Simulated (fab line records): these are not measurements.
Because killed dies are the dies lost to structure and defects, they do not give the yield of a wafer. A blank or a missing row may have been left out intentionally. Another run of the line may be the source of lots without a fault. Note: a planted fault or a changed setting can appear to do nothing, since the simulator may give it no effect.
Matching of chambers + flow n5 finfet + rie diel-01 running N5_HKMG_FIN_ETCH_35: 4 sister chambers
The step etches SOC in N2/H2, target depth 215.8 nm, time 243.4 s. 14 wafers are shown with their chamber, then 7 later ones without.

== WAFERS WITH THEIR CHAMBER ==
| wafer  | chamber | showerhead plenum p Torr (Torr) | drypump motor current A (A) | throttle valve pct (%) |
|--------|---------|---------------------------------|-----------------------------|------------------------|
| L413.2 | 0       | 2.70                            | 5.7                         | 17.87                  |
| L413.3 | 2       | 2.49                            | 6.2                         | 17.85                  |
| L413.4 | 1       | 2.59                            | 5.8                         | 17.76                  |
| L418.3 | 1       | 2.58                            | 5.8                         | 17.76                  |
| L418.5 | 3       | 2.55                            | 5.6                         | 17.94                  |
| L418.6 | 2       | 2.48                            | 6.2                         | 17.86                  |
| L421.1 | 0       | 2.69                            | 5.7                         | 17.89                  |
| L421.4 | 1       | 2.58                            | 5.7                         | 17.78                  |
| L421.6 | 0       | 2.69                            | 5.8                         | 17.90                  |
| L424.1 | 0       | 2.69                            | 5.8                         | 17.92                  |
| L424.4 | 2       | 2.48                            | 6.2                         | 17.88                  |
| L424.6 | 2       | 2.48                            | 6.2                         | 17.88                  |
| L427.2 | 2       | 2.47                            | 6.3                         | 17.89                  |
| L427.4 | 1       | 2.57                            | 5.8                         | 17.81                  |

SIGNATURES (averages over the wafers above)
| reading                  | chamber 0 | chamber 1 | chamber 2 | chamber 3 | scatter within a chamber |
|--------------------------|-----------|-----------|-----------|-----------|--------------------------|
| showerhead plenum p Torr | 2.6925    | 2.5800    | 2.4800    | 2.5500    | 0.00689                  |
| drypump motor current A  | 5.750     | 5.775     | 6.220     | 5.600     | 0.0505                   |
| throttle valve pct       | 17.8950   | 17.7775   | 17.8720   | 17.9400   | 0.0201                   |
Rule: for a wafer and a chamber, the distance is found by dividing, reading by reading, the gap between the wafer's reading and the chamber's mean by the reading's scatter, squaring, summing and taking the root. If the next closest chamber is less than 2 further off than the closest, the wafer can't be placed; otherwise it belongs to the closest. The scatter: take each reading less its chamber's mean, square it, sum over the shown wafers, divide by the number of wafers less the number of chambers, and take the root.

== WAFERS MISSING THEIR CHAMBER ==
| wafer  | showerhead plenum p Torr (Torr) | drypump motor current A (A) | throttle valve pct (%) |
|--------|---------------------------------|-----------------------------|------------------------|
| L427.5 | 2.47                            | 6.2                         | 17.91                  |
| L430.1 | 2.57                            | 5.8                         | 17.82                  |
| L430.2 | 2.47                            | 6.2                         | 17.92                  |
| L430.5 | 2.47                            | 6.2                         | 17.94                  |
| L432.1 | 2.68                            | 5.8                         | 17.94                  |
| L432.4 | 2.54                            | 5.6                         | 18.01                  |
| L432.5 | 2.57                            | 5.8                         | 17.83                  |

== THE CHAMBER EACH PASSED THROUGH ==
| wafer  | from the rows above | in truth |
|--------|---------------------|----------|
| L427.5 | 2                   | 2        |
| L430.1 | 1                   | 1        |
| L430.2 | 2                   | 2        |
| L430.5 | 2                   | 2        |
| L432.1 | 0                   | 0        |
| L432.4 | 3                   | 3        |
| L432.5 | 1                   | 1        |
7 of 7 placed correctly. Can't be placed from these rows: 0. Placed wrongly: 0.
